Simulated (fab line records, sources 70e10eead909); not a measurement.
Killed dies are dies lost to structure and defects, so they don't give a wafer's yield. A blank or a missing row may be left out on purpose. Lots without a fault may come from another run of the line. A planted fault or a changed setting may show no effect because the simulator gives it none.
Which tool did it? | flow nand_harc | 24 lots, 72 wafers sampled, at 6 steps of a route of 1302

WHAT THE GAUGES READ, wafer by wafer
The record holds no reading of a measuring or inspecting step that can be judged against a usual standard deviation.

WHICH TOOL RAN EACH LOT (tool, then ch and the chambers of the sampled wafers, then the start)
lot  | NHARC_A_ONON_D2_DEP_33          | NHARC_A_CHANNEL_HOLE_D2_ETCH_19  | NHARC_A_CHANNEL_FILL_D2_ALD_02   | NHARC_A_STAIRCASE_DEP_156       | NHARC_A_STAIRCASE_ETCH_170     | NHARC_A_STAIRCASE_ETCH_15
L074 | pecvd-01 ch 0,1,2, day 12 20:13 | har_etch-02 ch 0,1, day 13 05:53 | ald_hk-02 ch 0,2,3, day 13 11:55 | pecvd-01 ch 0,2, day 15 12:35   | rie_diel-08 ch 1,2,3, no start | rie_diel-01 ch 0,2,3, no start
L075 | pecvd-01 ch 0,1, day 13 08:49   | har_etch-02 ch 0,1, day 13 13:53 | ald_hk-02 ch 0,3, day 13 20:13   | pecvd-03 ch 0,2, day 15 21:56   | rie_diel-01 ch 0,1,2, no start | rie_diel-01 ch 0,1,3, no start
L076 | pecvd-02 ch 0,1,2, day 13 14:02 | har_etch-02 ch 0,1, day 13 19:03 | ald_hk-04 ch 1,2,3, day 14 00:58 | pecvd-03 ch 1,2, day 16 01:20   | rie_diel-10 ch 2,3, no start   | rie_diel-01 ch 0,2, no start
L077 | pecvd-04 ch 0,1,2, day 14 06:47 | har_etch-01 ch 0,1, day 14 11:18 | ald_hk-04 ch 0,1,3, day 14 17:13 | pecvd-02 ch 0,2, day 16 18:04   | rie_diel-01 ch 0,3, no start   | rie_diel-08 ch 0,2,3, no start
L079 | pecvd-04 ch 0,1,2, day 14 12:46 | har_etch-02 ch 0,1, day 14 17:31 | ald_hk-01 ch 1,2,3, day 14 23:36 | pecvd-01 ch 0,2, day 16 23:19   | rie_diel-10 ch 0,2, no start   | rie_diel-10 ch 0,2, no start
L078 | pecvd-01 ch 0,2, day 14 12:46   | har_etch-01 ch 0,1, day 14 18:27 | ald_hk-02 ch 1,2,3, day 15 00:23 | pecvd-02 ch 0,1,2, day 16 23:07 | rie_diel-10 ch 1,3, no start   | rie_diel-10 ch 1,2,3, no start
L080 | pecvd-02 ch 0,1,2, day 15 08:30 | har_etch-02 ch 0,1, day 15 13:59 | ald_hk-01 ch 1,2,3, day 15 19:53 | pecvd-02 ch 0,1, day 17 19:46   | rie_diel-10 ch 0,2,3, no start | rie_diel-08 ch 0,1,2, no start
L081 | pecvd-01 ch 0,1,2, day 15 08:32 | har_etch-01 ch 0, day 15 16:22   | ald_hk-02 ch 0,2, day 15 22:27   | pecvd-03 ch 0,1, day 17 19:46   | rie_diel-10 ch 1,2, no start   | rie_diel-01 ch 2,3, no start
L083 | pecvd-04 ch 0,1, day 16 04:25   | har_etch-01 ch 0,1, day 16 12:37 | ald_hk-02 ch 0,1,2, day 16 19:09 | pecvd-02 ch 0,1, day 18 22:56   | rie_diel-08 ch 0,1,3, no start | rie_diel-10 ch 1,3, no start
L082 | pecvd-01 ch 0,1,2, day 16 04:31 | har_etch-02 ch 0,1, day 16 12:53 | ald_hk-02 ch 1,3, day 16 19:39   | pecvd-01 ch 0,1, day 18 22:59   | rie_diel-08 ch 0,2,3, no start | rie_diel-08 ch 1,3, no start
L084 | pecvd-04 ch 0,1,2, day 17 08:08 | har_etch-02 ch 0,1, day 17 13:30 | ald_hk-02 ch 0,2,3, day 17 19:41 | pecvd-02 ch 0,1, day 19 20:40   | rie_diel-01 ch 0,1, no start   | rie_diel-08 ch 0,1, no start
L085 | pecvd-04 ch 0,1, day 17 08:29   | har_etch-01 ch 0,1, day 17 14:01 | ald_hk-04 ch 0,1,2, day 17 20:02 | pecvd-03 ch 0,1,2, day 19 20:38 | rie_diel-01 ch 0,3, no start   | rie_diel-08 ch 0,3, no start
L086 | pecvd-04 ch 0,1, day 18 04:24   | har_etch-02 ch 0,1, day 18 10:45 | ald_hk-04 ch 2,3, day 18 16:46   | pecvd-02 ch 0,1,2, day 20 16:22 | rie_diel-01 ch 0,1,3, no start | rie_diel-10 ch 0,3, no start
L087 | pecvd-01 ch 0,1,2, day 18 04:25 | har_etch-01 ch 0,1, day 18 10:59 | ald_hk-01 ch 0,2,3, day 18 17:08 | pecvd-03 ch 0,2, day 20 16:20   | rie_diel-01 ch 0,2,3, no start | rie_diel-01 ch 2,3, no start
L088 | pecvd-04 ch 0,1, day 19 08:20   | har_etch-01 ch 0,1, day 19 12:54 | ald_hk-01 ch 1,2,3, day 19 19:05 | pecvd-02 ch 0,1, day 21 19:11   | rie_diel-08 ch 1,2,3, no start | rie_diel-10 ch 0,1,2, no start
L089 | pecvd-02 ch 0,2, day 19 08:24   | har_etch-02 ch 1, day 19 13:02   | ald_hk-02 ch 1,3, day 19 18:59   | pecvd-02 ch 0,2, day 21 18:57   | rie_diel-10 ch 2,3, no start   | rie_diel-10 ch 1,2,3, no start
L090 | pecvd-04 ch 1,2, day 19 17:35   | har_etch-01 ch 0,1, day 20 02:35 | ald_hk-02 ch 0,2, day 20 08:35   | pecvd-03 ch 1,2, day 22 06:05   | rie_diel-01 ch 1,2, no start   | rie_diel-10 ch 1,2, no start
L091 | pecvd-01 ch 0,2, day 19 17:35   | har_etch-02 ch 0,1, day 19 22:42 | ald_hk-02 ch 0,1,3, day 20 04:44 | pecvd-01 ch 0,1, day 22 06:16   | rie_diel-01 ch 0,3, no start   | rie_diel-01 ch 2,3, no start
L092 | pecvd-01 ch 0,1,2, day 20 13:34 | har_etch-02 ch 0,1, day 20 18:59 | ald_hk-02 ch 1,2,3, day 21 01:01 | pecvd-01 ch 0,2, day 23 02:10   | rie_diel-08 ch 0,1,2, no start | rie_diel-08 ch 0,1,3, no start
L095 | pecvd-01 ch 0,2, day 21 05:38   | har_etch-02 ch 0,1, day 21 12:53 | ald_hk-04 ch 2,3, day 21 20:46   | pecvd-02 ch 1, day 23 20:47     | rie_diel-10 ch 1,3, no start   | rie_diel-01 ch 1,2, no start
L093 | pecvd-02 ch 0,1,2, day 21 05:41 | har_etch-01 ch 0,1, day 21 12:41 | ald_hk-04 ch 1,2, day 21 20:20   | pecvd-02 ch 1,2, day 23 20:31   | rie_diel-01 ch 0,1,3, no start | rie_diel-10 ch 1,2, no start
L094 | pecvd-04 ch 1,2, day 21 05:41   | har_etch-01 ch 0,1, day 21 16:50 | ald_hk-02 ch 0,2,3, day 21 22:44 | pecvd-01 ch 1,2, day 23 20:42   | rie_diel-01 ch 0,1,3, no start | rie_diel-10 ch 1,2,3, no start
L096 | pecvd-04 ch 0,1,2, day 21 23:14 | har_etch-01 ch 0,1, day 22 03:50 | ald_hk-02 ch 0,1,3, day 22 09:44 | pecvd-01 ch 0,1,2, day 24 12:04 | rie_diel-08 ch 0,1,3, no start | rie_diel-08 ch 0,1,3, no start
L097 | pecvd-04 ch 0,1,2, day 22 17:05 | har_etch-01 ch 0,1, day 23 00:31 | ald_hk-01 ch 0,1,3, day 23 06:26 | pecvd-01 ch 0,1,2, day 25 08:13 | rie_diel-08 ch 1,2,3, no start | rie_diel-10 ch 0,1,2, no start
- NHARC_A_ONON_D2_DEP_33: deposits SiO2, target thk 200 nm.
- NHARC_A_CHANNEL_HOLE_D2_ETCH_19: etches the open film in C4F8/O2/Ar, time 34.5 s.
- NHARC_A_CHANNEL_FILL_D2_ALD_02: deposits SiO2, target thk 6 nm, pulse time 10 s, ald cycles 60.
- NHARC_A_STAIRCASE_DEP_156: deposits SiNx, target thk 50 nm.
- NHARC_A_STAIRCASE_ETCH_170: etches the open film in C4F6/O2, target depth 200 nm, time 66.667 s.
- NHARC_A_STAIRCASE_ETCH_15: etches the open film in C4F8/O2, target depth 100 nm, time 40.5 s.

WHAT THE TOOLS THEMSELVES READ (means of the sampled wafers that have a number; where no wafer has one, the mark that the record gives instead)
NHARC_A_ONON_D2_DEP_33. Usual: chamber_pressure_Torr 6.499 Torr, standard deviation 0.014; heater_power_w 520 W, standard deviation 110; throttle_valve_pct 15.8 %, standard deviation 0.46.
lot  | tool     | chamber_pressure_Torr (Torr) | heater_power_w (W) | throttle_valve_pct (%) | flag
L074 | pecvd-01 | 6.502                        | 602                | 16.2                   |
L075 | pecvd-01 | 6.489                        | 593                | 16.5                   |
L076 | pecvd-02 | 6.500                        | 530                | 15.8                   |
L077 | pecvd-04 | 6.484                        | 502                | 15.6                   |
L079 | pecvd-04 | 6.508                        | 458                | 15.6                   |
L078 | pecvd-01 | 6.515                        | 593                | 16.0                   |
L080 | pecvd-02 | 6.509                        | 481                | 16.1                   |
L081 | pecvd-01 | 6.517                        | 531                | 15.7                   |
L083 | pecvd-04 | 6.491                        | 393                | 15.7                   |
L082 | pecvd-01 | 6.493                        | 580                | 15.7                   |
L084 | pecvd-04 | 6.500                        | 505                | 15.7                   |
L085 | pecvd-04 | 6.490                        | 473                | 15.8                   |
L086 | pecvd-04 | 6.497                        | 438                | 15.7                   |
L087 | pecvd-01 | 6.498                        | 546                | 15.8                   |
L088 | pecvd-04 | 6.500                        | 415                | 15.8                   |
L089 | pecvd-02 | 6.489                        | 561                | 16.0                   |
L090 | pecvd-04 | 6.503                        | 420                | 16.2                   |
L091 | pecvd-01 | 6.510                        | 528                | 16.3                   |
L092 | pecvd-01 | 6.486                        | 563                | 16.0                   |
L095 | pecvd-01 | 6.498                        | 599                | 16.4                   |
L093 | pecvd-02 | 6.489                        | 571                | 16.2                   |
L094 | pecvd-04 | 6.498                        | 504                | 15.7                   |
L096 | pecvd-04 | 6.516                        | 510                | 15.4                   |
L097 | pecvd-04 | 6.514                        | 494                | 15.3                   |

NHARC_A_CHANNEL_HOLE_D2_ETCH_19. Usual: bias_v 1200 V, standard deviation 12; drypump_motor_current_A 5.8 A, standard deviation 0.81; showerhead_plenum_p_Torr 3.64 Torr, standard deviation 0.15; throttle_valve_pct 37.038 %, standard deviation 0.0077.
lot  | tool        | bias_v (V) | drypump_motor_current_A (A) | showerhead_plenum_p_Torr (Torr) | throttle_valve_pct (%) | flag
L074 | har_etch-02 | 1193       | 5.5                         | 3.69                            | 37.037                 |
L075 | har_etch-02 | 1199       | 5.5                         | 3.69                            | 37.042                 |
L076 | har_etch-02 | 1212       | 6.0                         | 3.70                            | 37.034                 |
L077 | har_etch-01 | 1208       | 6.1                         | 3.57                            | 37.032                 |
L079 | har_etch-02 | 1206       | 6.0                         | 3.70                            | 37.034                 |
L078 | har_etch-01 | 1180       | 5.6                         | 3.54                            | 37.039                 |
L080 | har_etch-02 | 1189       | 5.5                         | 3.67                            | 37.036                 |
L081 | har_etch-01 | 1194       | 6.7                         | 3.58                            | 37.034                 |
L083 | har_etch-01 | 1202       | 5.5                         | 3.53                            | 37.035                 |
L082 | har_etch-02 | 1210       | 5.5                         | 3.67                            | 37.035                 |
L084 | har_etch-02 | 1201       | 6.0                         | 3.80                            | 37.049                 |
L085 | har_etch-01 | 1211       | 6.1                         | 3.54                            | 37.037                 |
L086 | har_etch-02 | 1200       | 5.5                         | 3.88                            | 37.034                 |
L087 | har_etch-01 | 1193       | 6.2                         | 3.53                            | 37.040                 |
L088 | har_etch-01 | 1200       | 5.6                         | 3.50                            | 37.031                 |
L089 | har_etch-02 | 1190       | 5.0                         | 3.97                            | 37.038                 |
L090 | har_etch-01 | 1203       | 6.1                         | 3.52                            | 37.041                 |
L091 | har_etch-02 | 1204       | 5.5                         | 3.87                            | 37.045                 |
L092 | har_etch-02 | 1202       | 6.0                         | 3.77                            | 37.032                 |
L095 | har_etch-02 | 1188       | 6.0                         | 3.76                            | 37.028                 |
L093 | har_etch-01 | 1200       | 5.6                         | 3.49                            | 37.034                 |
L094 | har_etch-01 | 1190       | 6.1                         | 3.51                            | 37.035                 |
L096 | har_etch-01 | 1203       | 6.1                         | 3.50                            | 37.040                 |
L097 | har_etch-01 | 1199       | 5.5                         | 3.48                            | 37.036                 |

NHARC_A_CHANNEL_FILL_D2_ALD_02. Usual: heater_power_w 462 W, standard deviation 52; precursor_pulse_height_rel 1.000, standard deviation 0.019.
lot  | tool      | heater_power_w (W) | precursor_pulse_height_rel | flag
L074 | ald_hk-02 | 469                | 1.012                      |
L075 | ald_hk-02 | 424                | 0.996                      |
L076 | ald_hk-04 | 467                | 1.003                      |
L077 | ald_hk-04 | 468                | 0.999                      |
L079 | ald_hk-01 | 473                | 0.990                      |
L078 | ald_hk-02 | 467                | 0.997                      |
L080 | ald_hk-01 | 478                | 0.998                      |
L081 | ald_hk-02 | 452                | 1.018                      |
L083 | ald_hk-02 | 466                | 0.982                      |
L082 | ald_hk-02 | 426                | 0.983                      |
L084 | ald_hk-02 | 467                | 0.993                      |
L085 | ald_hk-04 | 478                | 1.001                      |
L086 | ald_hk-04 | 467                | 0.997                      |
L087 | ald_hk-01 | 482                | 0.990                      |
L088 | ald_hk-01 | 478                | 1.007                      |
L089 | ald_hk-02 | 432                | 1.001                      |
L090 | ald_hk-02 | 511                | 1.003                      |
L091 | ald_hk-02 | 419                | 0.996                      |
L092 | ald_hk-02 | 472                | 1.001                      |
L095 | ald_hk-04 | 452                | 1.004                      |
L093 | ald_hk-04 | 464                | 1.001                      |
L094 | ald_hk-02 | 461                | 0.978                      |
L096 | ald_hk-02 | 421                | 1.008                      |
L097 | ald_hk-01 | 447                | 1.026                      |

NHARC_A_STAIRCASE_DEP_156. Usual: heater_power_w 714 W, standard deviation 66.
lot  | tool     | heater_power_w (W) | flag
L074 | pecvd-01 | 798                |
L075 | pecvd-03 | 770                |
L076 | pecvd-03 | 689                |
L077 | pecvd-02 | 676                |
L079 | pecvd-01 | 711                |
L078 | pecvd-02 | 682                |
L080 | pecvd-02 | 694                |
L081 | pecvd-03 | 735                |
L083 | pecvd-02 | 716                |
L082 | pecvd-01 | 766                |
L084 | pecvd-02 | 720                |
L085 | pecvd-03 | 712                |
L086 | pecvd-02 | 742                |
L087 | pecvd-03 | 737                |
L088 | pecvd-02 | 685                |
L089 | pecvd-02 | 667                |
L090 | pecvd-03 | 676                |
L091 | pecvd-01 | 765                |
L092 | pecvd-01 | 823                |
L095 | pecvd-02 | 736                |
L093 | pecvd-02 | 673                |
L094 | pecvd-01 | 679                |
L096 | pecvd-01 | 716                |
L097 | pecvd-01 | 732                |

NHARC_A_STAIRCASE_ETCH_170. Usual: drypump_motor_current_A 5.75 A, standard deviation 0.28; oes_product_au 0.974 a.u., standard deviation 0.014; rf_vpp_V 545 V, standard deviation 3.2; showerhead_plenum_p_Torr 3.86 Torr, standard deviation 0.15; throttle_valve_pct 26.903 %, standard deviation 0.0077.
lot  | tool        | drypump_motor_current_A (A) | oes_product_au (a.u.) | rf_vpp_V (V) | showerhead_plenum_p_Torr (Torr) | throttle_valve_pct (%) | flag
L074 | rie_diel-08 | 5.76                        | 0.991                 | 547          | 3.93                            | 26.907                 |
L075 | rie_diel-01 | 5.89                        | 0.979                 | 545          | 3.83                            | 26.892                 |
L076 | rie_diel-10 | 5.46                        | 0.994                 | 547          | 3.95                            | 26.902                 |
L077 | rie_diel-01 | 5.60                        | 0.980                 | 544          | 3.81                            | 26.894                 |
L079 | rie_diel-10 | 5.63                        | 0.964                 | 547          | 3.90                            | 26.901                 |
L078 | rie_diel-10 | 5.89                        | 0.991                 | 545          | 3.85                            | 26.908                 |
L080 | rie_diel-10 | 5.66                        | 0.972                 | 547          | 3.91                            | 26.896                 |
L081 | rie_diel-10 | 5.33                        | 0.954                 | 546          | 3.84                            | 26.908                 |
L083 | rie_diel-08 | 5.74                        | 0.971                 | 545          | 3.89                            | 26.899                 |
L082 | rie_diel-08 | 5.84                        | 0.966                 | 543          | 3.74                            | 26.911                 |
L084 | rie_diel-01 | 5.71                        | 0.972                 | 544          | 3.84                            | 26.902                 |
L085 | rie_diel-01 | 5.59                        | 0.958                 | 543          | 3.80                            | 26.900                 |
L086 | rie_diel-01 | 5.71                        | 0.975                 | 544          | 3.81                            | 26.904                 |
L087 | rie_diel-01 | 5.78                        | 0.974                 | 543          | 3.78                            | 26.907                 |
L088 | rie_diel-08 | 5.76                        | 0.992                 | 547          | 3.90                            | 26.901                 |
L089 | rie_diel-10 | 5.46                        | 0.971                 | 547          | 3.93                            | 26.895                 |
L090 | rie_diel-01 | 6.11                        | 0.979                 | 544          | 3.81                            | 26.907                 |
L091 | rie_diel-01 | 5.54                        | 0.964                 | 544          | 3.80                            | 26.908                 |
L092 | rie_diel-08 | 5.72                        | 0.991                 | 545          | 3.84                            | 26.898                 |
L095 | rie_diel-10 | 5.76                        | 0.974                 | 550          | 4.10                            | 26.911                 |
L093 | rie_diel-01 | 5.78                        | 0.988                 | 544          | 3.80                            | 26.899                 |
L094 | rie_diel-01 | 5.74                        | 0.960                 | 544          | 3.80                            | 26.905                 |
L096 | rie_diel-08 | 5.74                        | 0.984                 | 550          | 4.06                            | 26.898                 |
L097 | rie_diel-08 | 5.76                        | 0.953                 | 545          | 3.88                            | 26.903                 |

NHARC_A_STAIRCASE_ETCH_15. Usual: oes_product_au 0.944 a.u., standard deviation 0.01; rf_vpp_V 894 V, standard deviation 5.3.
lot  | tool        | oes_product_au (a.u.) | rf_vpp_V (V) | flag
L074 | rie_diel-01 | 0.949                 | 893          |
L075 | rie_diel-01 | 0.946                 | 893          |
L076 | rie_diel-01 | 0.950                 | 892          |
L077 | rie_diel-08 | 0.945                 | 890          |
L079 | rie_diel-10 | 0.932                 | 895          |
L078 | rie_diel-10 | 0.937                 | 894          |
L080 | rie_diel-08 | 0.946                 | 894          |
L081 | rie_diel-01 | 0.931                 | 891          |
L083 | rie_diel-10 | 0.946                 | 902          |
L082 | rie_diel-08 | 0.956                 | 900          |
L084 | rie_diel-08 | 0.941                 | 899          |
L085 | rie_diel-08 | 0.921                 | 889          |
L086 | rie_diel-10 | 0.946                 | 896          |
L087 | rie_diel-01 | 0.948                 | 889          |
L088 | rie_diel-10 | 0.949                 | 899          |
L089 | rie_diel-10 | 0.941                 | 899          |
L090 | rie_diel-10 | 0.937                 | 899          |
L091 | rie_diel-01 | 0.950                 | 890          |
L092 | rie_diel-08 | 0.952                 | 895          |
L095 | rie_diel-01 | 0.954                 | 892          |
L093 | rie_diel-10 | 0.950                 | 901          |
L094 | rie_diel-10 | 0.938                 | 898          |
L096 | rie_diel-08 | 0.952                 | 901          |
L097 | rie_diel-10 | 0.941                 | 899          |

THE ANSWER, worked out from the rows above alone
Rule: a lot is off if the mean of its wafers that have a number lies more than 3 standard deviations from the usual mean. A lot without any number at a reading at which 4 lots or more have one is off too. The other lots that the step has rows for count as sound. The gauges are gone through in route order, then the tools' own readings, and for those a lot's mean is taken as printed above. The first step at which some lot is off is used, and at that step the reading that is off furthest; a lot without a number counts as furthest.
No lot is off at any reading shown: from this, nothing can be told.

WHAT THE SIMULATOR HAD PUT IN
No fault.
